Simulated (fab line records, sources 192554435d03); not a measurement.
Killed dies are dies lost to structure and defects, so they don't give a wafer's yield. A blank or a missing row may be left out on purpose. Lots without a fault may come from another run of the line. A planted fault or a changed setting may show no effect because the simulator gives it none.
Split-lot experiment | flow n5_finfet | 7 lots, 21 wafers read, on a route of 1938 steps

THE SPLIT
At N5_BEOL_M12_COAT_22 (resist thk 300 nm), the setting spin_rpm was moved away from the recipe's 2888 rpm on 6 of the 21 wafers read, by -6.9% to +10.0%. The other wafers ran this setting at the recipe's value.

FROM THE SPLIT TO THE READING: what the file shows between them, 3 steps
- N5_BEOL_M12_EBR_24
- N5_BEOL_M12_SOFTBAKE_23: time 60 s
- N5_BEOL_M12_DESCUM_33: chemistry O2, time 7.9 s

THE READING
coat_of_BEOL_M12_COAT_22.thk_nm (the simulator's own value, which no gauge read), in nm, at N5_BEOL_M12_ETCH_67 (etches SiARC in CF4, target depth 143 nm, time 238.3 s). The file gives no usual value for it. The 15 wafers here that ran the recipe average 211.4 nm, standard deviation 0.85 nm.

wafer  | tool, chamber at the split | spin_rpm as run, rpm | against the recipe | coat_of_BEOL_M12_COAT_22.thk_nm, nm | against lot-mates on the recipe
L078.2 | litho_track-03, 0          | 2888                 | recipe             | 212.4                               | -
L078.4 | litho_track-03, 0          | 2888                 | recipe             | 212.2                               | -
L078.5 | litho_track-03, 0          | 2888                 | recipe             | 212.2                               | -
L087.2 | litho_track-03, 0          | 2888                 | recipe             | 211.8                               | -
L087.5 | litho_track-03, 0          | 2888                 | recipe             | 211.8                               | -
L087.6 | litho_track-03, 0          | 2888                 | recipe             | 212                                 | -
L088.1 | litho_track-03, 0          | 2888                 | recipe             | 212.8                               | -
L088.2 | litho_track-03, 0          | 2737                 | -5.2%              | 220.2                               | +7.4
L088.6 | litho_track-03, 0          | 2737                 | -5.2%              | 220.6                               | +7.8
L090.2 | litho_track-04, 0          | 2888                 | recipe             | 211.4                               | -
L090.5 | litho_track-04, 0          | 2888                 | recipe             | 211.4                               | -
L090.3 | litho_track-04, 0          | 2888                 | recipe             | 210.6                               | -
L095.2 | litho_track-04, 0          | 2716                 | -6.0%              | 220.4                               | +10.0
L095.3 | litho_track-04, 0          | 2888                 | recipe             | 210.6                               | -
L095.5 | litho_track-04, 0          | 2888                 | recipe             | 210.2                               | -
L096.1 | litho_track-04, 0          | 2689                 | -6.9%              | 221.6                               | +11.6
L096.2 | litho_track-04, 0          | 2689                 | -6.9%              | 221.8                               | +11.8
L096.6 | litho_track-04, 0          | 2888                 | recipe             | 210                                 | -
L097.3 | litho_track-02, 0          | 2888                 | recipe             | 210.4                               | -
L097.4 | litho_track-02, 0          | 3178                 | +10.0%             | 196                                 | -14.6
L097.5 | litho_track-02, 0          | 2888                 | recipe             | 210.8                               | -

THE FIT
A straight line over all 21 wafers: coat_of_BEOL_M12_COAT_22.thk_nm changes by -1.55 nm for each +1% of spin_rpm; r = -0.99; the points scatter about the line by 0.83 nm.
The same after taking each lot's own level away (the mean of its wafers on the recipe; 21 wafers): -1.55 nm for each +1%; r = -1.00; scatter 0.49 nm.
On that fit, the largest move of spin_rpm shifts the reading by 16 nm.
The lots' own levels span 210.00 to 212.80 nm, that is 3.3 times the standard deviation above.
So the lot-to-lot level changes the slope little: the two slopes agree.
Check: with one of the wafers moved furthest among these (+10.0%) left out of the fit, the line predicts -16.4 nm for it against its lot-mates. It came out at -14.6 nm against them.

OTHER SPLITS ON THESE WAFERS
These wafers also went through other splits before the reading. Each is held against what the fit with the lots' levels taken away leaves over:
other split on the same wafers | wafers away from the commonest value | r with coat_of_BEOL_M12_COAT_22.thk_nm (lot level and that fit taken away)
N5_BEOL_M11_DESCUM_16 time_s   | 9                                    | +0.05
N5_BEOL_M11_ETCH_62 time_s     | 6                                    | -0.15
N5_BEOL_M11_COAT_22 spin_rpm   | 4                                    | -0.53
N5_BEOL_M11_ETCH_66 time_s     | 8                                    | +0.09

THE WHOLE CHAIN: every reading that the file lists as answering this split, in the file's order
step                | what it does                                           | reading                                                                          | change (the file's fit)              | r (the file's)
N5_BEOL_M12_COAT_22 | resist thk 300 nm                                      | coat_of_BEOL_M12_COAT_22.thk_nm (the simulator's own value, which no gauge read) | -1.54 nm for each +1% of the setting | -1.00
N5_BEOL_M12_ETCH_67 | etches SiARC in CF4, target depth 143 nm, time 238.3 s | coat_of_BEOL_M12_COAT_22.thk_nm (the simulator's own value, which no gauge read) | -1.55 nm for each +1% of the setting | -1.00

THE FILE'S OWN FIT
coat_of_BEOL_M12_COAT_22.thk_nm changes by -1.55 nm for each +1% of spin_rpm, r = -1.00.
